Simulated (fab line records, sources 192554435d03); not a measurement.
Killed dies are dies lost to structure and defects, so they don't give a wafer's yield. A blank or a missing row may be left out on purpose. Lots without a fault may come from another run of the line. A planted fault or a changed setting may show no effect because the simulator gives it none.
Chamber matching | flow n5_finfet | N5_BEOL_M6_ETCH_65 on rie_diel-05: 4 sister chambers
The step etches SiARC in CF4, target depth 15.6 nm, time 26 s. 16 wafers are shown with their chamber, then 8 later ones without.

WAFERS WITH THEIR CHAMBER
wafer  | chamber | drypump_motor_current_A (A) | showerhead_plenum_p_Torr (Torr) | throttle_valve_pct (%)
L076.2 | 2       | 5.1                         | 2.04                            | 15.40
L076.4 | 3       | 5.9                         | 2.05                            | 15.67
L076.6 | 0       | 5.7                         | 2.12                            | 15.91
L077.2 | 0       | 5.6                         | 2.12                            | 15.88
L077.4 | 1       | 5.2                         | 2.07                            | 15.51
L077.6 | 1       | 5.2                         | 2.07                            | 15.51
L079.1 | 3       | 5.9                         | 2.05                            | 15.69
L079.3 | 0       | 5.6                         | 2.12                            | 15.91
L079.5 | 2       | 5.1                         | 2.04                            | 15.43
L087.3 | 2       | 5.1                         | 2.03                            | 15.46
L087.5 | 2       | 5.1                         | 2.03                            | 15.45
L087.6 | 3       | 5.9                         | 2.04                            | 15.72
L085.4 | 3       | 5.9                         | 2.04                            | 15.72
L085.5 | 3       | 5.9                         | 2.04                            | 15.71
L085.6 | 0       | 5.6                         | 2.11                            | 15.45
L088.2 | 0       | 5.7                         | 2.11                            | 15.45

SIGNATURES (means of the wafers above)
reading                  | chamber 0 | chamber 1 | chamber 2 | chamber 3 | scatter within a chamber
drypump_motor_current_A  | 5.640     | 5.200     | 5.100     | 5.900     | 0.0316
showerhead_plenum_p_Torr | 2.1160    | 2.0700    | 2.0350    | 2.0440    | 0.00532
throttle_valve_pct       | 15.7200   | 15.5100   | 15.4350   | 15.7020   | 0.144
Rule: a wafer's distance from a chamber is the root of the sum, over the readings, of the square of ((its reading less the chamber's mean) divided by the reading's scatter). The wafer belongs to the nearest chamber; if the next one is less than 2 further off, it can't be placed. The scatter: the root of (the sum of the squares of (reading less its chamber's mean) over the shown wafers, divided by (wafers less chambers)).

WAFERS WITHOUT THEIR CHAMBER
wafer  | drypump_motor_current_A (A) | showerhead_plenum_p_Torr (Torr) | throttle_valve_pct (%)
L088.3 | 5.2                         | 2.06                            | 15.58
L088.6 | 5.1                         | 2.03                            | 15.47
L093.1 | 5.1                         | 2.02                            | 15.48
L093.3 | 5.9                         | 2.04                            | 15.75
L093.5 | 5.7                         | 2.11                            | 15.48
L096.2 | 5.2                         | 2.06                            | 15.62
L096.3 | 5.1                         | 2.02                            | 15.51
L096.5 | 5.9                         | 2.03                            | 15.78

WHICH CHAMBER EACH WENT THROUGH
wafer  | from the rows above | in truth
L088.3 | 1                   | 1
L088.6 | 2                   | 2
L093.1 | 2                   | 2
L093.3 | 3                   | 3
L093.5 | 0                   | 0
L096.2 | 1                   | 1
L096.3 | 2                   | 2
L096.5 | 3                   | 3
Placed correctly: 8 of 8. Can't be placed from these rows: 0. Placed wrongly: 0.
